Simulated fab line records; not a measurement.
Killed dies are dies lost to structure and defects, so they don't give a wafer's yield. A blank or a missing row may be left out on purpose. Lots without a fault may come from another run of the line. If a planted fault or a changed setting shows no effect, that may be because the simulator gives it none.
Which tool did it? ; flow n5_finfet ; 24 lots with 72 wafers sampled at 4 steps, on a route of 1938 steps

WHAT EACH GAUGE READ, for each wafer
N5_BEOL_M2_THK_MEAS_01. Usual: M2_ILD_THK typically reads 78.6 nm, with standard deviation 1.2.
lot;measured;on;M2_ILD_THK (nm);flag
L075;day 6 17:41;film_metro-01;77.9 79.7 79.2;
L076;day 7 03:55;film_metro-01;77.9 79.3 78.3;
L077;day 7 07:44;film_metro-02;78.5 79.6 78.9;
L074;day 7 16:05;film_metro-01;79.1 77.3 78.3;
L079;day 7 18:38;film_metro-01;79.2 79.1 80.1;
L078;day 7 19:07;film_metro-01;79.8 77.0 79.5;
L080;day 7 20:51;film_metro-02;76.2 77.5 79.2;
L081;day 8 02:49;film_metro-01;80.0 80.3 81.4;
L082;day 8 12:40;film_metro-02;78.1 78.3 79.8;
L083;day 8 23:56;film_metro-01;78.0 77.4 78.9;
L084;day 9 07:20;film_metro-02;79.1 76.7 79.5;
L085;day 9 10:55;film_metro-02;78.6 78.2 80.1;
L086;day 9 22:17;film_metro-02;78.6 79.5 80.3;
L087;day 10 02:32;film_metro-02;79.0 79.7 80.6;
L088;day 10 04:59;film_metro-02;78.5 77.7 80.1;
L089;day 10 05:37;film_metro-02;77.2 78.1 78.7;
L090;day 10 11:20;film_metro-02;76.6 77.9 77.1;
L091;day 10 14:41;film_metro-01;76.6 78.2 80.9;
L092;day 10 22:52;film_metro-02;77.7 79.2 80.0;
L093;day 11 05:28;film_metro-01;78.3 76.7 80.2;
L094;day 11 08:40;film_metro-02;76.9 78.0 77.7;
L096;day 11 21:26;film_metro-02;79.0 80.1 81.0;
L095;day 11 23:44;film_metro-02;78.5 78.6 80.2;
L097;day 12 04:35;film_metro-02;75.4 77.9 77.3;

WHICH TOOL RAN EACH LOT (tool, then ch and the chambers of the sampled wafers, then the start)
lot;N5_BEOL_M1_ETCH_70;N5_BEOL_M1_SURFACE_TREAT_85;N5_BEOL_M1_ANNEAL_80
L075;rie_diel-01 ch 0,3, day 6 13:08;pvd_sputter-03, day 6 14:16;pvd_sputter-02, day 6 15:02
L076;rie_diel-02 ch 1,2,3, day 6 22:37;pvd_sputter-03, day 7 00:42;pvd_sputter-02, day 7 01:14
L077;rie_diel-01 ch 0,1,3, day 7 03:29;pvd_sputter-01, day 7 04:33;pvd_sputter-02, day 7 05:06
L074;rie_diel-04 ch 0,1,2, day 7 11:32;pvd_sputter-03, day 7 12:43;pvd_sputter-03, day 7 13:20
L079;rie_diel-01 ch 0,2, day 7 14:18;pvd_sputter-03, day 7 15:27;pvd_sputter-01, day 7 15:59
L078;rie_diel-02 ch 0,2,3, day 7 14:47;pvd_sputter-02, day 7 15:40;pvd_sputter-03, day 7 16:33
L080;rie_diel-02 ch 0,2,3, day 7 15:07;pvd_sputter-01, day 7 17:34;pvd_sputter-01, day 7 18:13
L081;rie_diel-02 ch 0,3, day 7 20:34;pvd_sputter-02, day 7 21:58;pvd_sputter-02, day 8 00:09
L082;rie_diel-01 ch 1,2, day 8 08:16;pvd_sputter-02, day 8 09:26;pvd_sputter-02, day 8 09:59
L083;rie_diel-02 ch 1,2,3, day 8 17:07;pvd_sputter-03, day 8 18:07;pvd_sputter-02, day 8 21:04
L084;rie_diel-04 ch 0,1,3, day 9 01:45;pvd_sputter-01, day 9 03:14;pvd_sputter-03, day 9 04:42
L085;rie_diel-01 ch 0,1,2, day 9 05:58;pvd_sputter-01, day 9 07:20;pvd_sputter-03, day 9 08:10
L086;rie_diel-01 ch 1,3, day 9 17:37;pvd_sputter-01, day 9 18:50;pvd_sputter-02, day 9 19:36
L087;rie_diel-01 ch 0,2,3, day 9 22:02;pvd_sputter-03, day 9 23:23;pvd_sputter-01, day 9 23:55
L088;rie_diel-01 ch 0,1,3, day 9 22:29;pvd_sputter-01, day 10 01:27;pvd_sputter-02, day 10 02:03
L089;rie_diel-04 ch 2,3, day 10 01:28;pvd_sputter-01, day 10 02:23;pvd_sputter-03, day 10 02:58
L090;rie_diel-01 ch 0,1,3, day 10 06:58;pvd_sputter-01, day 10 08:08;pvd_sputter-02, day 10 08:41
L091;rie_diel-01 ch 0,3, day 10 10:15;pvd_sputter-03, day 10 11:25;pvd_sputter-03, day 10 12:02
L092;rie_diel-04 ch 0,3, day 10 17:57;pvd_sputter-01, day 10 19:24;pvd_sputter-01, day 10 20:13
L093;rie_diel-02 ch 0,2,3, day 11 00:52;pvd_sputter-03, day 11 02:07;pvd_sputter-03, day 11 02:48
L094;rie_diel-04 ch 1,3, day 11 04:21;pvd_sputter-02, day 11 05:25;pvd_sputter-03, day 11 05:58
L096;rie_diel-01 ch 0,1,3, day 11 16:24;pvd_sputter-01, day 11 18:12;pvd_sputter-03, day 11 18:48
L095;rie_diel-04 ch 1,3, day 11 18:09;pvd_sputter-01, day 11 19:58;pvd_sputter-03, day 11 20:38
L097;rie_diel-01 ch 0,2,3, day 11 22:23;pvd_sputter-01, day 12 01:05;pvd_sputter-01, day 12 01:56
- N5_BEOL_M1_ETCH_70: etches SOC in N2/H2, target depth 80 nm, overetch 16 nm, time 120 s.
- N5_BEOL_M1_SURFACE_TREAT_85
- N5_BEOL_M1_ANNEAL_80: time 240 s.

WHAT THE TOOLS THEMSELVES READ (means of the sampled wafers that have a number; where no wafer has one, the mark that the record gives instead)
N5_BEOL_M1_ETCH_70. Usual: drypump_motor_current_A 6.0 A, standard deviation 0.57; oes_product_au 0.61 a.u., standard deviation 0.053; rf_vpp_V 523.7 V, standard deviation 2.3; showerhead_plenum_p_Torr 2.54 Torr, standard deviation 0.078; throttle_valve_pct 17.72 %, standard deviation 0.27.
lot;tool;drypump_motor_current_A (A);oes_product_au (a.u.);rf_vpp_V (V);showerhead_plenum_p_Torr (Torr);throttle_valve_pct (%);flag
L075;rie_diel-01;5.9;0.62;524.0;2.50;17.37;
L076;rie_diel-02;5.9;0.62;526.2;2.59;17.77;
L077;rie_diel-01;5.9;0.65;523.7;2.53;17.55;
L074;rie_diel-04;5.6;0.61;525.1;2.57;17.87;
L079;rie_diel-01;5.7;0.65;521.5;2.48;17.54;
L078;rie_diel-02;5.9;0.60;525.6;2.62;17.97;
L080;rie_diel-02;5.9;0.59;525.3;2.62;17.97;
L081;rie_diel-02;5.7;0.54;524.7;2.60;18.24;
L082;rie_diel-01;6.5;0.65;523.7;2.54;17.74;
L083;rie_diel-02;5.9;0.60;525.2;2.58;17.79;
L084;rie_diel-04;5.9;0.61;524.0;2.56;17.84;
L085;rie_diel-01;6.1;0.64;522.6;2.51;17.66;
L086;rie_diel-01;6.3;0.63;525.5;2.55;17.67;
L087;rie_diel-01;6.1;0.60;522.1;2.48;17.50;
L088;rie_diel-01;5.9;0.63;522.6;2.52;17.58;
L089;rie_diel-04;6.0;0.58;520.9;2.43;17.63;
L090;rie_diel-01;5.9;0.62;523.3;2.52;17.60;
L091;rie_diel-01;5.9;0.59;522.9;2.49;17.41;
L092;rie_diel-04;6.3;0.57;524.4;2.57;17.91;
L093;rie_diel-02;5.9;0.63;525.6;2.61;17.87;
L094;rie_diel-04;6.1;0.62;523.1;2.49;17.69;
L096;rie_diel-01;5.9;0.62;523.2;2.51;17.61;
L095;rie_diel-04;5.6;0.63;524.3;2.55;17.83;
L097;rie_diel-01;6.1;0.59;522.1;2.47;17.53;

N5_BEOL_M1_ANNEAL_80. Usual: heater_power_w 813 W, standard deviation 77; susceptor_temp_C_max 401.0, standard deviation 0.46.
lot;tool;heater_power_w (W);susceptor_temp_C_max;flag
L075;pvd_sputter-02;804;400.9;
L076;pvd_sputter-02;860;400.7;
L077;pvd_sputter-02;844;400.8;
L074;pvd_sputter-03;855;401.2;
L079;pvd_sputter-01;732;400.8;
L078;pvd_sputter-03;853;401.3;
L080;pvd_sputter-01;845;400.5;
L081;pvd_sputter-02;884;401.1;
L082;pvd_sputter-02;764;400.7;
L083;pvd_sputter-02;802;400.8;
L084;pvd_sputter-03;782;401.1;
L085;pvd_sputter-03;851;401.5;
L086;pvd_sputter-02;782;401.1;
L087;pvd_sputter-01;861;400.7;
L088;pvd_sputter-02;846;400.7;
L089;pvd_sputter-03;785;401.1;
L090;pvd_sputter-02;790;401.1;
L091;pvd_sputter-03;783;401.2;
L092;pvd_sputter-01;851;400.6;
L093;pvd_sputter-03;798;401.4;
L094;pvd_sputter-03;787;401.1;
L096;pvd_sputter-03;771;401.3;
L095;pvd_sputter-03;871;401.4;
L097;pvd_sputter-01;797;400.9;

THE ANSWER, worked out from the rows above alone
Rule: take the mean of a lot's wafers that have a number; if it is more than 3 standard deviations from the usual mean, the lot is off. A lot without any number at a reading at which 4 lots or more have one is off too. The other lots that the step has rows for count as sound. First the gauges in route order, then the tools' own readings, where a lot's mean is used as printed above. The first step at which some lot is off is used, and at that step the reading that is off furthest; a lot without a number counts as furthest.
Across all readings shown, no lot is off: no conclusion can be drawn from this.

WHAT HAD BEEN PUT IN BY THE SIMULATOR
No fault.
